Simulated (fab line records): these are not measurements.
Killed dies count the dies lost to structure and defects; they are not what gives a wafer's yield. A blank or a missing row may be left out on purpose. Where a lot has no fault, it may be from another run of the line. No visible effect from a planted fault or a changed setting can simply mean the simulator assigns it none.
Matching of chambers || flow nand_harc || NHARC_A_WL_FILL_ALD_10 on ald_hk-04: 4 sister chambers
The step deposits SiO2, target thk 50 nm, pulse time 10 s, ald cycles 500. 4 wafers are shown with their chamber, then 6 later ones without.

## EACH WAFER AND ITS CHAMBER
{"wafer": "L785.3", "chamber": 0, "heater_power_w (W)": 537}
{"wafer": "L785.1", "chamber": 2, "heater_power_w (W)": 407}
{"wafer": "L792.3", "chamber": 1, "heater_power_w (W)": 477}
{"wafer": "L792.2", "chamber": 3, "heater_power_w (W)": 518}

## WAFERS WITH NO CHAMBER GIVEN
{"wafer": "L795.1", "heater_power_w (W)": 418}
{"wafer": "L795.2", "heater_power_w (W)": 497}
{"wafer": "L795.3", "heater_power_w (W)": 531}
{"wafer": "L799.2", "heater_power_w (W)": 528}
{"wafer": "L799.1", "heater_power_w (W)": 407}
{"wafer": "L799.6", "heater_power_w (W)": 535}

## WHICH CHAMBER EACH ONE RAN IN
{"wafer": "L795.1", "from the rows above": 2, "in truth": 2}
{"wafer": "L795.2", "from the rows above": "can't be placed: 1 or 3 or 0", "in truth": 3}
{"wafer": "L795.3", "from the rows above": "can't be placed: 0 or 3", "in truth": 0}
{"wafer": "L799.2", "from the rows above": "can't be placed: 0 or 3", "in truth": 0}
{"wafer": "L799.1", "from the rows above": 2, "in truth": 2}
{"wafer": "L799.6", "from the rows above": "can't be placed: 0 or 3", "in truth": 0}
2 of 6 placed correctly. Not placeable from these rows: 4 (in 4, the candidates include the true chamber). Wrongly placed: 0.
How it was worked out, from the rows above alone: a wafer's distance from a chamber is the root of the sum, over the readings, of the square of ((its reading less the chamber's mean) divided by the reading's scatter). The wafer belongs to the nearest chamber; if the next one is less than 2 further off, it can't be placed. The mean given for a chamber averages the wafers shown for that chamber. The scatter (one wafer shown for each chamber): square how far every hidden wafer sits from the nearest shown wafer, average those squares and take the square root.
